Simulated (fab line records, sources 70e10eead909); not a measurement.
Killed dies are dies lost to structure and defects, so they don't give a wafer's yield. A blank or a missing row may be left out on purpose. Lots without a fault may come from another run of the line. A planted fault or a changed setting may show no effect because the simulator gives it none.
fab line records | flow nand_harc
record lots=22 wafers=66 last_day=25
route steps=1159 shown A_STAIRCASE@699 A_SGD_CUT@762 A_SLIT@800 A_CONTACT@858
lots that met no fault: from a run of the same line without faults
start_h: hours from the record's first day to the start of the lot's first wafer shown | wait_h: hours since the lot's step before | " the same as in the row above | L1.1+2: a row that stands for several wafers | - no value, or no start given | * or withheld: withheld | < > ~ a bound
route shown NAME@n: a module of which the file shows steps, and the number in the route of the first | usual: mean/standard deviation of fault-free wafers | same: alike in all rows | chamber/n: place in a boat | sites: the reading at each site | _std_site: their standard deviation | _edge_site: outer sites' mean less inner sites' | radius_mm: how far each site lies from the wafer's centre | mask NAME#n: copy n | behind: the tool/chamber that last shaped the wafer | hold: why the lot was held/for how many hours/how that ended | device: the transistor (n, p or np) that didn't switch | end of line: the same wafers' tests at the end of the route | a step without rows: its recipe alone | killed: dies lost to structure and defects at the first sort, not the wafer's yield | map: a wafer's dies, x killed, . not, _ none there
set.NAME: the setting as run; set.NAME@STEP: as run at that earlier step | model.NAME: the simulator's own value behind a step, which no gauge read
steps of the route over a sample of lots; a table a step, a row a wafer
services: from which hour (start_h, from the record's first day; less than 0 if before it) a tool's chamber was out of use, for how many hours, and why
## steps
# step NHARC_A_STAIRCASE_ETCHBACK_416
# recipe target_depth_a=360 time_s=7.2 c4f8_flow_sccm=withheld o2_flow_sccm=8 ar_flow_sccm=withheld rf_w=600 bias_w=800 chemistry=C4F8/O2/Ar
# usual chamber_pressure_mTorr=24.996/0.021 oes_product_au=0.94/0.031 rf_vpp_V=723/4.3
# columns lot.wafer tool chamber start_h wait_h chamber_pressure_mTorr oes_product_au rf_hours_counter_h rf_vpp_V
L074.1 rie_diel-08 3 - - 25.011 1.00 54 718
L074.4 " 1 " " 25.024 1.01 49 720
L074.5 " 3 " " 25.001 1.00 - 718
L077.3 rie_diel-08 0 - - 25.028 0.92 56 716
L077.4 " 2 " " 24.976 0.92 59 731
L077.6 " 0 " " 24.984 0.92 - 717
L075.4 rie_diel-01 2 - - 25.016 0.92 55 725
L075.2 " 0 " " 25.023 0.92 36 728
L075.6 " 3 " " 25.014 0.92 - 726
L076.1 rie_diel-01 2 - - 24.996 0.92 55 724
L076.2 " 3 " " 24.990 0.93 42 729
L076.6 " 1 " " 25.028 0.91 - 717
L078.3 rie_diel-04 1 - - 25.009 0.91 65 722
L078.5 " 2 " " 25.025 0.91 - 724
L078.4 " 0 " " 24.952 0.91 - 726
L079.2 rie_diel-01 3 - - 24.991 0.99 47 728
L079.3 " 1 " " 25.004 1.00 57 716
L079.5 " 0 " " 24.990 0.99 - 726
L080.2 rie_diel-01 2 - - 24.959 0.92 60 725
L080.3 " 3 " " 24.988 0.93 47 729
L080.1 " 0 " " 24.978 0.92 41 726
L082.3 rie_diel-01 2 - - 24.988 0.92 63 724
L082.2 " 3 " " 25.014 0.92 50 727
L082.6 " 0 " " 24.988 0.92 - 729
L081.4 rie_diel-01 1 - - 24.958 0.92 61 717
L081.1 " 3 " " 24.972 0.92 50 726
L081.6 " 1 " " 24.997 0.92 - 717
L084.4 rie_diel-08 0 - - 25.030 0.91 3 717
L084.1 " 2 " " 24.974 0.91 3 729
L084.6 " 3 " " 24.999 0.93 - 716
L083.4 rie_diel-04 3 - - 25.024 0.92 6 719
L083.2 " 1 " " 24.979 1.01 5 722
L083.5 " 2 " " 25.004 0.94 - 722
L087.1 rie_diel-01 3 - - 24.949 1.00 6 728
L087.4 " 0 " " 25.030 0.99 8 725
L087.5 " 2 " " 24.984 0.99 - 725
L086.2 rie_diel-04 1 - - 25.011 0.93 16 722
L086.1 " 2 " " 24.954 0.92 22 721
L086.4 " 0 " " 24.998 0.93 22 725
L088.3 rie_diel-01 3 347.38 3.0 24.998 0.99 8 727
L088.4 " 1 " " 25.007 0.99 9 717
L088.5 " 3 " " 24.992 0.99 - 727
L085.1 rie_diel-01 2 - - 25.010 0.92 8 723
L085.3 " 3 " " 25.016 0.93 8 727
L085.6 " 1 " " 25.002 0.93 - 716
L090.3 rie_diel-01 1 359.78 1.6 25.039 0.92 13 717
L090.1 " 2 " " 25.008 0.91 11 725
L090.6 " 0 " " 24.983 0.92 - 729
L092.2 rie_diel-01 2 - - 25.000 0.92 12 726
L092.3 " 0 " " 24.996 0.92 15 727
L092.6 " 1 " " 25.020 0.92 - 718
L091.2 rie_diel-04 3 364.91 3.0 24.970 1.00 24 719
L091.4 " 0 " " 25.007 0.99 28 726
L091.6 " 1 " " 25.031 0.99 - 723
L093.2 rie_diel-08 1 - - 25.018 0.93 23 719
L093.3 " 2 " " 24.985 0.93 27 728
L093.4 " 3 " " 24.957 0.92 27 716
L095.2 rie_diel-04 3 - - 25.018 0.93 30 719
L095.5 " 3 " " 25.021 0.92 - 717
L095.6 " 0 " " 24.996 0.93 - 725
L097.3 rie_diel-04 0 - - 25.040 0.92 40 726
L097.4 " 1 " " 25.012 0.94 33 723
L097.6 " 0 " " 24.984 0.93 - 724
L096.3 rie_diel-04 3 - - 24.990 0.92 38 717
L096.4 " 0 " " 24.985 0.92 44 724
L096.5 " 1 " " 24.994 0.91 - 722
# step NHARC_A_SGD_CUT_ETCH_58
# recipe target_depth_a=390 over_etch_frac=0.3 time_s=65 ion_energy_ev=80 cf4_flow_sccm=150 ar_flow_sccm=0 rf_w=300 bias_w=100 chemistry=CF4
# usual chamber_pressure_mTorr=50.00/0.043 drypump_motor_current_A=5.8/0.49 oes_product_au=0.999/0.008 rf_vpp_V=151.1/1.1 showerhead_plenum_p_Torr=1.76/0.058 throttle_valve_pct=13.285/0.009
# columns lot.wafer tool chamber start_h wait_h chamber_pressure_mTorr drypump_motor_current_A oes_product_au rf_hours_counter_h rf_vpp_V showerhead_plenum_p_Torr throttle_valve_pct
L074.4 rie_diel-12 2 304.95 0.1 50.07 6.4 0.993 7 152.1 1.85 13.286
L074.1 " 0 " " 50.01 5.9 1.006 7 149.4 1.65 13.270
L074.5 " 2 " " 50.02 6.4 0.994 - 151.5 1.85 13.285
L077.3 rie_diel-06 2 320.20 0.1 49.96 5.1 0.997 8 150.4 1.77 13.283
L077.4 " 0 " " 50.01 5.8 0.992 6 152.9 1.73 13.287
L077.6 " 2 " " 50.06 5.1 1.009 - 150.7 1.77 13.282
L076.1 rie_diel-12 1 320.35 0.1 49.98 5.5 1.005 8 150.3 1.70 13.276
L076.2 " 0 " " 49.97 5.9 1.013 8 151.7 1.65 13.273
L076.6 " 1 " " 49.96 5.4 1.018 - 151.0 1.70 13.284
L075.4 rie_diel-06 1 321.93 0.1 50.02 6.0 0.989 8 151.0 1.77 13.288
L075.2 " 2 " " 49.95 5.1 0.999 8 151.6 1.77 13.288
L075.6 " 1 " " 49.91 6.0 0.994 - 150.9 1.77 13.301
L078.3 rie_diel-12 1 322.23 0.1 50.04 5.4 0.996 8 149.6 1.70 13.283
L078.4 " 3 " " 50.00 6.4 1.003 8 152.6 1.81 13.286
L078.5 " 0 " " 50.01 5.9 0.996 - 149.2 1.65 13.286
L080.3 rie_diel-06 0 333.91 0.1 50.00 5.8 1.002 8 149.3 1.73 13.290
L080.1 " 1 " " 50.05 6.0 1.001 10 150.2 1.77 13.288
L080.2 " 2 " " 50.06 5.1 1.012 10 151.2 1.77 13.272
L079.3 rie_diel-09 1 334.21 0.1 49.98 5.1 0.999 7 151.8 1.79 13.268
L079.2 " 2 " " 49.98 6.5 1.011 5 150.0 1.70 13.277
L079.5 " 3 " " 49.98 5.4 0.993 - 150.8 1.78 13.283
L081.4 rie_diel-06 2 349.34 0.1 49.97 5.0 1.001 12 151.9 1.77 13.285
L081.1 " 0 " " 49.92 5.8 0.994 9 151.2 1.73 13.275
L081.6 " 1 " " 50.00 6.0 0.995 - 150.8 1.77 13.276
L082.2 rie_diel-09 1 349.79 0.1 50.01 5.1 1.001 8 150.9 1.79 13.288
L082.3 " 0 " " 50.13 5.1 0.998 7 151.7 1.86 13.296
L082.6 " 1 " " 49.99 5.1 0.999 - 150.5 1.79 13.285
L084.4 rie_diel-09 1 365.04 0.1 50.04 5.1 1.006 10 151.7 1.79 13.282
L084.1 " 0 " " 50.01 5.1 0.995 8 151.8 1.86 13.280
L084.6 " 1 " " 50.09 5.1 0.995 - 151.3 1.79 13.284
L083.4 rie_diel-12 3 367.36 0.1 49.98 6.4 1.019 12 152.6 1.81 13.263
L083.2 " 0 " " 49.99 5.9 0.986 12 149.3 1.65 13.289
L083.5 " 2 " " 49.97 6.4 0.995 - 153.0 1.85 13.286
L086.4 rie_diel-06 0 385.21 0.1 50.02 5.7 0.998 12 150.0 1.73 13.279
L086.2 " 1 " " 50.04 6.0 0.986 14 151.2 1.77 13.294
L086.1 " 2 " " 49.95 5.0 0.990 14 152.8 1.77 13.298
L087.1 rie_diel-06 2 385.52 0.2 49.96 5.0 1.005 14 151.8 1.77 13.268
L087.4 " 3 " " 49.98 6.0 0.998 14 150.9 1.71 13.290
L087.5 " 2 " " 49.89 5.0 0.987 - 151.5 1.77 13.284
L088.4 rie_diel-09 0 393.36 0.1 50.00 5.1 0.986 12 152.1 1.86 13.290
L088.3 " 1 " " 50.05 5.1 1.009 13 150.6 1.79 13.286
L088.5 " 0 " " 49.97 5.1 0.989 - 151.9 1.86 13.289
L085.1 rie_diel-06 0 394.13 0.2 49.99 5.8 0.991 14 150.9 1.73 13.281
L085.3 " 1 " " 50.01 6.0 0.995 16 148.7 1.77 13.261
L085.6 " 3 " " 50.03 6.0 1.008 - 150.5 1.71 13.291
L092.2 rie_diel-09 1 404.85 0.1 50.01 5.1 0.998 14 151.4 1.79 13.293
L092.3 " 3 " " 49.97 5.4 0.997 15 150.5 1.78 13.275
L092.6 " 2 " " 50.03 6.5 1.002 - 150.8 1.70 13.286
L090.3 rie_diel-06 2 405.15 0.1 49.96 5.1 1.006 17 151.7 1.77 13.283
L090.1 " 0 " " 49.95 5.8 1.006 15 150.8 1.73 13.292
L090.6 " 3 " " 50.05 6.0 0.989 - 151.0 1.71 13.288
L091.2 rie_diel-12 0 405.32 0.1 49.98 5.9 0.998 1 149.8 1.65 13.262
L091.4 " 2 " " 49.97 6.4 0.985 1 151.7 1.85 13.283
L091.6 " 0 " " 50.07 5.9 0.990 - 150.0 1.65 13.284
L093.3 rie_diel-12 0 416.86 0.1 49.98 5.9 1.010 2 149.2 1.65 13.288
L093.4 " 2 " " 50.04 6.4 1.008 2 151.4 1.85 13.301
L093.2 " 3 " " 50.07 6.3 1.017 2 152.1 1.81 13.276
L095.2 rie_diel-09 2 430.87 0.1 49.99 6.5 0.999 16 149.2 1.69 13.287
L095.6 " 0 " " 50.00 5.1 0.991 - 152.2 1.86 13.297
L095.5 " 1 " " 50.01 5.1 0.997 - 151.8 1.79 13.299
L097.4 rie_diel-12 3 443.62 0.1 50.04 6.4 1.002 4 151.0 1.80 13.272
L097.3 " 1 " " 50.04 5.4 0.998 4 152.0 1.70 13.271
L097.6 " 3 " " 50.02 6.4 1.005 - 150.6 1.80 13.281
L096.3 rie_diel-12 1 452.05 0.1 50.00 5.4 1.002 5 150.6 1.70 13.293
L096.4 " 3 " " 49.96 6.4 1.022 5 152.0 1.80 13.288
L096.5 " 2 " " 50.00 6.4 0.993 - 153.0 1.85 13.289
# step NHARC_A_SLIT_STRIP_18
# recipe o2_flow_sccm=500 ar_flow_sccm=0 bias_w=0 chemistry=O2
# usual chamber_pressure_mTorr=59.99/0.059 drypump_motor_current_A=5.9/0.33 oes_product_au=1.002/0.008 rf_vpp_V=57.8/0.99 showerhead_plenum_p_Torr=3.52/0.14 throttle_valve_pct=17.038/0.0083
# columns lot.wafer tool chamber start_h wait_h chamber_pressure_mTorr drypump_motor_current_A oes_product_au rf_hours_counter_h rf_vpp_V showerhead_plenum_p_Torr throttle_valve_pct
L074.1 rie_diel-10 1 - - 60.06 5.2 1.010 12 58.9 3.58 17.042
L074.4 " 2 " " 59.97 6.0 1.012 11 56.7 3.39 17.032
L074.5 " 1 " " 60.02 5.2 1.011 - 58.3 3.58 17.032
L076.1 rie_diel-05 3 - - 59.94 5.7 1.012 13 58.4 3.77 17.030
L076.2 " 2 " " 60.02 6.1 1.011 13 57.2 3.53 17.033
L076.6 " 0 " " 60.06 5.9 0.984 - 56.1 3.42 17.035
L077.4 rie_diel-11 1 - - 60.00 6.2 1.004 10 57.5 3.39 17.041
L077.3 " 3 " " 60.07 6.1 0.995 8 58.6 3.64 17.036
L077.6 " 0 " " 60.04 6.1 0.991 - 57.4 3.49 17.029
L075.2 rie_diel-05 3 - - 59.95 5.6 1.004 13 57.7 3.77 17.024
L075.6 " 2 " " 59.99 6.0 1.003 - 58.4 3.53 17.040
L075.4 " 0 " " 60.07 5.9 0.986 - 56.2 3.42 17.040
L078.4 rie_diel-11 1 - - 59.90 6.3 1.001 11 57.1 3.39 17.030
L078.3 " 2 " " 59.94 5.9 1.002 9 57.6 3.71 17.031
L078.5 " 2 " " 59.96 5.9 1.008 - 58.2 3.71 17.042
L079.3 rie_diel-10 0 - - 59.90 5.8 1.000 13 57.9 3.68 17.027
L079.2 " 1 " " 60.13 5.2 1.000 13 57.9 3.58 17.026
L079.5 " 0 " " 59.96 5.8 1.003 - 57.7 3.68 17.039
L080.2 rie_diel-11 3 - - 59.97 6.1 0.979 11 58.6 3.64 17.022
L080.1 " 0 " " 59.99 6.1 0.994 12 56.5 3.49 17.038
L080.3 " 2 " " 60.00 5.9 0.998 10 57.4 3.70 17.030
L081.4 rie_diel-05 2 - - 60.10 6.1 1.011 1 56.5 3.53 17.034
L081.1 " 0 " " 60.05 5.8 0.994 1 57.1 3.42 17.029
L081.6 " 2 " " 59.91 6.1 0.992 - 58.2 3.53 17.038
L082.2 rie_diel-10 3 - - 59.93 6.0 1.007 0 56.4 3.31 17.041
L082.3 " 1 " " 59.98 5.2 1.016 0 57.4 3.58 17.038
L082.6 " 2 " " 59.99 6.0 0.999 - 56.1 3.39 17.041
L084.1 rie_diel-05 1 - - 59.97 5.1 0.999 2 56.7 3.33 17.027
L084.4 " 3 " " 59.93 5.6 0.996 2 58.0 3.77 17.043
L084.6 " 2 " " 60.01 6.1 1.007 - 58.2 3.53 17.029
L083.4 rie_diel-11 1 - - 59.94 6.3 1.000 1 58.0 3.39 17.040
L083.2 " 2 " " 60.00 5.9 0.994 0 57.8 3.70 17.038
L083.5 " 1 " " 60.03 6.2 0.997 - 58.8 3.39 17.045
L086.1 rie_diel-10 1 - - 59.96 5.2 1.007 2 58.1 3.58 17.038
L086.4 " 2 " " 60.10 6.0 1.022 2 56.2 3.38 17.034
L086.2 " 3 " " 59.96 5.9 1.010 2 57.3 3.31 17.042
L087.1 rie_diel-05 0 - - 59.92 5.8 0.991 3 56.6 3.41 17.051
L087.4 " 1 " " 60.08 5.1 1.001 4 56.2 3.33 17.033
L087.5 " 0 " " 60.01 5.8 0.998 - 58.8 3.41 17.030
L085.3 rie_diel-11 3 - - 59.94 6.1 1.000 2 56.8 3.64 17.044
L085.1 " 1 " " 60.00 6.3 1.001 3 57.1 3.39 17.049
L085.6 " 3 " " 60.04 6.1 0.997 - 60.4 3.64 17.038
L088.4 rie_diel-11 2 - - 60.12 5.9 1.002 3 57.3 3.70 17.049
L088.3 " 3 " " 60.02 6.0 0.999 3 57.2 3.64 17.022
L088.5 " 0 " " 59.98 6.1 1.014 - 58.9 3.49 17.037
L091.2 rie_diel-11 2 - - 60.04 5.9 0.993 3 57.1 3.70 17.033
L091.4 " 3 " " 60.07 6.1 0.997 3 59.9 3.64 17.027
L091.6 " 1 " " 60.09 6.3 1.000 - 58.0 3.39 17.049
L090.3 rie_diel-11 3 - - 59.97 6.1 1.000 3 58.5 3.64 17.034
L090.1 " 0 " " 59.95 6.1 1.007 3 59.4 3.49 17.040
L090.6 " 2 " " 59.95 5.9 1.005 - 58.8 3.70 17.042
L092.2 rie_diel-05 2 - - 60.07 6.1 0.994 5 58.6 3.53 17.027
L092.3 " 3 " " 59.93 5.7 0.999 5 57.3 3.76 17.032
L092.6 " 1 " " 60.06 5.1 1.001 - 57.7 3.33 17.042
L093.4 rie_diel-11 2 - - 60.04 5.9 0.998 4 57.6 3.70 17.034
L093.2 " 0 " " 60.00 6.1 1.017 3 57.9 3.49 17.036
L093.3 " 1 " " 60.00 6.3 0.996 4 58.7 3.39 17.042
L095.2 rie_diel-10 2 - - 59.99 6.0 1.010 7 57.9 3.38 17.034
L095.5 " 1 " " 59.92 5.2 1.009 - 57.3 3.57 17.048
L095.6 " 2 " " 60.03 6.0 1.009 - 57.4 3.38 17.041
L097.4 rie_diel-05 3 - - 59.96 5.7 1.002 6 60.7 3.76 17.028
L097.3 " 0 " " 59.97 5.8 1.006 5 58.4 3.41 17.042
L097.6 " 1 " " 60.11 5.1 1.015 - 56.9 3.33 17.034
L096.3 rie_diel-11 1 - - 59.90 6.2 0.993 7 57.1 3.38 17.048
L096.4 " 3 " " 60.05 6.1 0.989 7 58.5 3.63 17.042
L096.5 " 2 " " 60.03 5.9 1.012 - 58.6 3.70 17.036
# step NHARC_A_CONTACT_ETCH_48
# recipe target_depth_a=390 over_etch_frac=0.3 time_s=65 ion_energy_ev=80 cf4_flow_sccm=150 ar_flow_sccm=0 rf_w=300 bias_w=100 chemistry=CF4
# usual chamber_pressure_mTorr=50.00/0.043 drypump_motor_current_A=5.3/0.48 oes_product_au=0.999/0.0075 rf_vpp_V=151.3/1.1 showerhead_plenum_p_Torr=1.78/0.071 throttle_valve_pct=13.284/0.0091
# columns lot.wafer tool chamber start_h wait_h chamber_pressure_mTorr drypump_motor_current_A oes_product_au rf_hours_counter_h rf_vpp_V showerhead_plenum_p_Torr throttle_valve_pct
L074.1 rie_diel-07 1 363.96 0.1 50.02 5.0 1.003 25 152.2 1.84 13.279
L074.4 " 3 " " 49.96 5.1 1.004 24 151.3 1.71 13.292
L074.5 " 2 " " 49.98 5.0 0.993 - 150.2 1.81 13.299
L077.3 rie_diel-04 1 372.90 0.1 50.03 5.0 0.987 23 151.9 1.75 13.280
L077.4 " 3 " " 50.00 6.7 0.995 25 149.2 1.69 13.282
L077.6 " 1 " " 50.06 5.0 0.998 - 150.5 1.75 13.305
L076.1 rie_diel-07 0 373.05 0.1 49.97 5.3 0.993 27 151.6 1.82 13.290
L076.2 " 3 " " 50.00 5.1 0.998 25 150.8 1.71 13.290
L076.6 " 1 " " 50.03 4.9 0.995 - 151.7 1.84 13.287
L075.2 rie_diel-07 1 379.28 0.1 50.01 5.0 0.996 27 151.0 1.84 13.277
L075.4 " 0 " " 49.99 5.3 0.993 27 151.8 1.82 13.289
L075.6 " 2 " " 49.98 5.0 0.999 - 153.0 1.81 13.273
L078.4 rie_diel-08 1 379.63 0.2 49.93 6.4 1.003 24 150.1 1.71 13.291
L078.3 " 2 " " 49.96 5.2 0.995 28 152.5 1.88 13.286
L078.5 " 2 " " 49.99 5.2 0.998 - 152.2 1.88 13.278
L079.3 rie_diel-07 1 387.92 0.1 49.99 5.0 0.995 29 151.1 1.84 13.289
L079.2 " 0 " " 50.03 5.3 0.990 29 151.6 1.82 13.278
L079.5 " 2 " " 50.00 4.9 1.002 - 151.5 1.81 13.272
L080.1 rie_diel-04 2 391.17 0.1 50.00 5.4 0.990 36 150.9 1.74 13.272
L080.2 " 3 " " 49.92 6.7 1.003 33 150.6 1.69 13.267
L080.3 " 0 " " 49.97 5.9 0.991 38 152.0 1.80 13.278
L081.1 rie_diel-07 0 404.97 0.1 49.97 5.3 0.997 34 151.3 1.81 13.271
L081.4 " 3 " " 49.96 5.1 0.993 32 150.3 1.71 13.280
L081.6 " 0 " " 49.99 5.3 1.004 - 151.6 1.81 13.288
L082.3 rie_diel-08 3 412.85 0.1 49.97 5.5 1.000 40 149.9 1.64 13.266
L082.2 " 1 " " 49.99 6.4 1.006 36 151.2 1.70 13.293
L082.6 " 3 " " 50.00 5.5 0.991 - 148.9 1.64 13.286
L083.4 rie_diel-07 2 419.60 0.1 49.97 4.9 1.018 1 150.6 1.81 13.282
L083.2 " 0 " " 50.06 5.3 0.983 1 153.3 1.81 13.282
L083.5 " 1 " " 50.01 5.0 0.996 - 153.4 1.84 13.281
L084.4 rie_diel-07 1 422.35 0.1 50.02 5.0 0.996 1 151.6 1.84 13.277
L084.1 " 3 " " 50.02 5.1 1.001 1 150.4 1.71 13.278
L084.6 " 1 " " 50.00 5.0 1.005 - 153.0 1.84 13.273
L086.2 rie_diel-07 1 441.69 0.1 49.97 5.0 0.994 4 152.6 1.84 13.270
L086.1 " 2 " " 50.03 5.0 1.001 4 152.5 1.81 13.278
L086.4 " 0 " " 49.95 5.3 0.992 4 152.2 1.81 13.292
L087.1 rie_diel-07 3 443.49 0.1 50.00 5.1 1.009 4 150.1 1.71 13.280
L087.4 " 1 " " 49.94 5.0 1.005 5 151.9 1.84 13.290
L087.5 " 3 " " 50.00 5.1 0.999 - 151.9 1.71 13.274
L085.1 rie_diel-08 1 450.91 0.1 50.06 6.4 0.995 50 150.3 1.70 13.271
L085.3 " 2 " " 50.00 5.2 1.004 55 154.0 1.87 13.287
L085.6 " 3 " " 49.92 5.5 1.009 - 149.7 1.64 13.281
L088.3 rie_diel-08 2 457.15 0.1 50.06 5.2 1.010 58 152.9 1.87 13.276
L088.5 " 2 " " 50.03 5.2 0.998 - 151.9 1.87 13.271
L088.4 " 1 " " 50.02 6.4 1.002 - 150.7 1.70 13.284
L090.1 rie_diel-07 3 458.25 0.1 50.01 5.1 0.997 7 150.1 1.71 13.310
L090.3 " 0 " " 50.03 5.3 0.993 7 151.5 1.81 13.296
L090.6 " 2 " " 49.97 5.0 1.002 - 150.1 1.81 13.299
L092.3 rie_diel-07 3 463.33 0.6 50.05 5.1 1.006 9 151.3 1.71 13.292
L092.2 " 0 " " 50.03 5.3 0.984 10 151.4 1.81 13.294
L092.6 " 2 " " 50.01 5.0 1.003 - 152.9 1.81 13.284
L091.2 rie_diel-07 3 466.87 0.1 49.95 5.1 0.977 10 150.1 1.71 13.298
L091.4 " 0 " " 50.06 5.3 0.983 10 152.1 1.81 13.276
L091.6 " 3 " " 50.01 5.1 0.985 - 149.7 1.71 13.274
L093.2 rie_diel-04 2 475.40 0.1 49.95 5.4 0.993 0 150.3 1.74 13.293
L093.3 " 3 " " 50.00 6.7 1.002 0 149.9 1.68 13.285
L093.4 " 0 " " 50.11 5.9 1.009 0 151.6 1.79 13.290
L095.2 rie_diel-07 2 496.55 0.1 50.01 4.9 1.005 17 151.2 1.80 13.268
L095.5 " 2 " " 50.00 4.9 0.998 - 152.3 1.80 13.272
L095.6 " 3 " " 50.08 5.1 0.999 - 151.1 1.71 13.296
L097.4 rie_diel-08 0 505.92 0.1 49.97 5.9 1.012 9 151.9 1.91 13.283
L097.3 " 2 " " 49.98 5.2 1.008 7 151.9 1.87 13.278
L097.6 " 3 " " 49.96 5.5 1.017 - 153.3 1.91 13.283
L096.3 rie_diel-08 1 512.05 0.1 50.04 6.4 0.994 11 150.0 1.69 13.281
L096.4 " 2 " " 50.04 5.2 0.998 9 152.5 1.87 13.296
L096.5 " 0 " " 50.00 5.9 0.991 - 152.9 1.91 13.297
# step NHARC_A_CONTACT_ETCH_116
# recipe source_w=withheld pressure_mtorr=20 bias_v=3000 time_s=94 target_depth_a=9220 ar_flow_sccm=withheld c4f8_flow_sccm=withheld o2_flow_sccm=withheld chemistry=C4F8/O2/Ar
# usual chamber_pressure_mTorr=19.999/0.019
# columns lot.wafer tool chamber start_h wait_h chamber_pressure_mTorr rf_hours_counter_h
L074.1 har_cap_etch-01 1 365.70 0.1 19.974 58
L074.4 " 1 " " 19.990 -
L074.5 " 0 " " 20.023 -
L077.4 har_cap_etch-03 1 374.67 0.1 20.009 -
L077.3 " 0 " " 19.996 -
L077.6 " 0 " " 20.019 -
L076.2 har_cap_etch-02 1 374.79 0.1 20.000 9
L076.1 " 0 " " 19.969 9
L076.6 " 1 " " 19.965 -
L075.2 har_cap_etch-01 0 381.06 0.1 19.990 61
L075.4 " 0 " " 19.985 -
L075.6 " 1 " " 20.006 -
L078.3 har_cap_etch-03 0 381.67 0.1 19.990 -
L078.4 " 1 " " 20.013 -
L078.5 " 0 " " 19.989 -
L079.2 har_cap_etch-01 1 389.86 0.1 20.027 63
L079.3 " 1 " " 19.991 -
L079.5 " 1 " " 19.961 -
L080.2 har_cap_etch-02 1 392.96 0.1 19.998 14
L080.1 " 0 " " 19.998 14
L080.3 " 1 " " 19.969 -
L081.1 har_cap_etch-02 0 406.75 0.1 19.981 17
L081.4 " 1 " " 19.962 -
L081.6 " 1 " " 20.038 -
L082.2 har_cap_etch-03 0 415.08 0.1 19.971 86
L082.3 " 1 " " 19.959 -
L082.6 " 1 " " 20.023 -
L083.2 har_cap_etch-01 1 421.34 0.1 19.967 67
L083.4 " 1 " " 19.999 -
L083.5 " 0 " " 19.988 -
L084.1 har_cap_etch-02 0 424.16 0.1 19.980 19
L084.4 " 1 " " 20.026 -
L084.6 " 0 " " 19.996 -
L086.2 har_cap_etch-01 0 443.42 0.1 20.008 71
L086.1 " 1 " " 19.989 71
L086.4 " 0 " " 20.039 -
L087.1 har_cap_etch-03 1 445.23 0.1 20.024 90
L087.4 " 1 " " 19.997 -
L087.5 " 1 " " 19.969 -
L085.1 har_cap_etch-02 1 452.87 0.1 19.988 24
L085.3 " 1 " " 19.977 -
L085.6 " 0 " " 20.013 -
L088.3 har_cap_etch-02 0 459.14 0.1 19.995 -
L088.4 " 1 " " 20.003 -
L088.5 " 0 " " 19.997 -
L090.1 har_cap_etch-01 0 460.20 0.1 20.019 74
L090.3 " 1 " " 20.037 -
L090.6 " 0 " " 19.989 -
L092.2 har_cap_etch-01 0 465.18 0.1 19.981 75
L092.3 " 1 " " 19.996 -
L092.6 " 1 " " 20.005 -
L091.2 har_cap_etch-02 1 468.72 0.1 19.991 28
L091.4 " 1 " " 19.984 -
L091.6 " 0 " " 19.987 -
L093.2 har_cap_etch-01 0 477.12 0.1 20.013 78
L093.3 " 0 " " 20.019 -
L093.4 " 1 " " 20.013 -
L095.2 har_cap_etch-01 0 498.35 0.1 20.008 80
L095.6 " 1 " " 20.014 -
L095.5 " 0 " " 19.980 -
L097.4 har_cap_etch-01 0 507.68 0.1 19.967 -
L097.3 " 1 " " 20.012 -
L097.6 " 1 " " 20.025 -
L096.4 har_cap_etch-03 1 515.68 0.1 20.009 -
L096.3 " 0 " " 19.965 -
L096.5 " 1 " " 20.002 -
# step NHARC_A_CONTACT_CD_MEAS_69
# recipe target_cd_nm=200 landing_energy_ev=500
# usual cd_nm=200.0/0.44
# columns lot.wafer tool chamber start_h wait_h cd_nm
L074.1 cd_sem-03 0 370.41 - 199.7
L074.4 " 0 " " 200.0
L074.5 " 0 " " 199.3
L077.3 cd_sem-02 0 381.44 - 199.4
L077.4 " 0 " " 199.7
L077.6 " 0 " " 199.8
L076.1 cd_sem-01 0 381.58 - 199.5
L076.2 " 0 " " 199.4
L076.6 " 0 " " 199.6
L075.2 cd_sem-02 0 386.35 - 200.0
L075.4 " 0 " " 200.0
L075.6 " 0 " " 199.8
L078.3 cd_sem-02 0 386.70 - 200.0
L078.4 " 0 " " 199.8
L078.5 " 0 " " 199.7
L079.2 cd_sem-01 0 396.56 - 200.9
L079.3 " 0 " " 200.3
L079.5 " 0 " " 200.4
L080.1 cd_sem-01 0 397.71 - 201.0
L080.2 " 0 " " 200.5
L080.3 " 0 " " 200.1
L081.1 cd_sem-02 0 414.22 - 199.4
L081.4 " 0 " " 200.8
L081.6 " 0 " " 200.7
L082.2 cd_sem-01 0 423.59 - 200.1
L082.3 " 0 " " 199.5
L082.6 " 0 " " 199.8
L083.2 cd_sem-01 0 426.65 - 200.0
L083.4 " 0 " " 199.7
L083.5 " 0 " " 199.7
L084.1 cd_sem-01 0 428.99 - 200.2
L084.4 " 0 " " 200.7
L084.6 " 0 " " 200.0
L086.1 cd_sem-02 0 448.32 - 200.2
L086.2 " 0 " " 199.9
L086.4 " 0 " " 199.4
L087.1 cd_sem-01 0 450.08 - 200.9
L087.4 " 0 " " 200.5
L087.5 " 0 " " 200.1
L085.1 cd_sem-01 0 458.04 - 200.1
L085.3 " 0 " " 200.3
L085.6 " 0 " " 200.7
L088.3 cd_sem-01 0 466.26 - 199.2
L088.4 " 0 " " 199.8
L088.5 " 0 " " 199.0
L090.1 cd_sem-03 0 467.83 - 199.7
L090.3 " 0 " " 199.3
L090.6 " 0 " " 199.6
L092.2 cd_sem-02 0 470.81 - 200.3
L092.3 " 0 " " 200.8
L092.6 " 0 " " 200.4
L091.2 cd_sem-03 0 474.14 - 200.2
L091.4 " 0 " " 200.2
L091.6 " 0 " " 199.8
L093.2 cd_sem-02 0 482.17 - 199.4
L093.3 " 0 " " 199.9
L093.4 " 0 " " 199.9
L095.2 cd_sem-02 0 504.75 - 199.6
L095.5 " 0 " " 199.5
L095.6 " 0 " " 199.7
L097.3 cd_sem-02 0 512.67 - 200.4
L097.4 " 0 " " 200.7
L097.6 " 0 " " 199.8
L096.3 cd_sem-03 0 521.01 - 199.7
L096.4 " 0 " " 200.0
L096.5 " 0 " " 199.9
## services
# columns tool chamber start_h hours kind
rie_diel-11 2 244.38 20.7 repair
rie_diel-04 3 257.33 51.6 repair
rie_diel-07 0 257.35 2.4 repair
rie_diel-07 3 266.58 4.7 repair
rie_diel-11 2 269.12 8.3 repair
rie_diel-08 - 302.10 9.0 pm
rie_diel-04 1 307.14 9.6 repair
rie_diel-01 - 315.57 9.0 pm
rie_diel-11 3 337.36 2.3 repair
rie_diel-07 3 346.18 2.7 repair
rie_diel-08 1 346.30 13.8 repair
rie_diel-07 1 348.72 1.5 repair
rie_diel-11 - 366.59 9.0 pm
rie_diel-07 - 405.27 9.0 pm
har_cap_etch-01 - 416.83 0.6 repair
rie_diel-04 2 418.50 1.2 repair
rie_diel-08 0 433.33 29.2 repair
rie_diel-04 - 466.02 9.0 pm
rie_diel-11 2 474.17 2.4 repair
rie_diel-01 2 474.95 4.9 repair
rie_diel-08 - 479.11 9.0 pm
rie_diel-04 - 490.87 0.7 repair
rie_diel-01 - 492.57 9.0 pm
rie_diel-01 0 507.52 17.1 repair
## key
fault none
